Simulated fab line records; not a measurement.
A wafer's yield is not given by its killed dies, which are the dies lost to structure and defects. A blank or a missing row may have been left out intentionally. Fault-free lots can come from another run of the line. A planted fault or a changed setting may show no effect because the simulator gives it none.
Chamber matching -- flow n5 finfet -- N5_BEOL_M6_ETCH_72 on rie diel-01 has 4 sister chambers
The step etches underlayer in N2/H2, target depth 6.5 nm, time 5.2 s. 8 wafers are shown with their chamber, then 7 later ones without.

== WAFERS WITH THEIR CHAMBER ==
wafer,chamber,drypump motor current A (A),showerhead plenum p Torr (Torr)
L075.6,3,4.9,2.70
L076.2,1,5.3,2.50
L081.3,2,6.4,2.70
L085.1,1,5.3,2.49
L085.2,2,6.4,2.70
L085.6,0,4.9,2.49
L088.1,0,4.9,2.49
L088.2,3,5.0,2.68

== WAFERS WHOSE CHAMBER IS MISSING ==
wafer,drypump motor current A (A),showerhead plenum p Torr (Torr)
L088.5,5.3,2.49
L091.3,5.2,2.49
L091.5,6.4,2.69
L091.6,4.9,2.68
L096.1,4.9,2.68
L096.3,5.3,2.48
L096.5,6.4,2.68

== EACH ONE'S CHAMBER ==
wafer,from the rows above,in truth
L088.5,1,1
L091.3,1,1
L091.5,2,2
L091.6,3,3
L096.1,3,3
L096.3,1,1
L096.5,2,2
7 of 7 placed correctly. Not placeable from these rows: 0. Wrongly placed: 0.
How it was worked out, from the rows above alone: a wafer's distance from a chamber is the root of the sum, over the readings, of the square of ((its reading less the chamber's mean) divided by the reading's scatter). If the next closest chamber is less than 2 further off than the closest, the wafer can't be placed; otherwise it belongs to the closest. A chamber's mean is the mean of its shown wafers. The scatter: take each reading less its chamber's mean, square it, sum over the shown wafers, divide by the number of wafers less the number of chambers, and take the root.
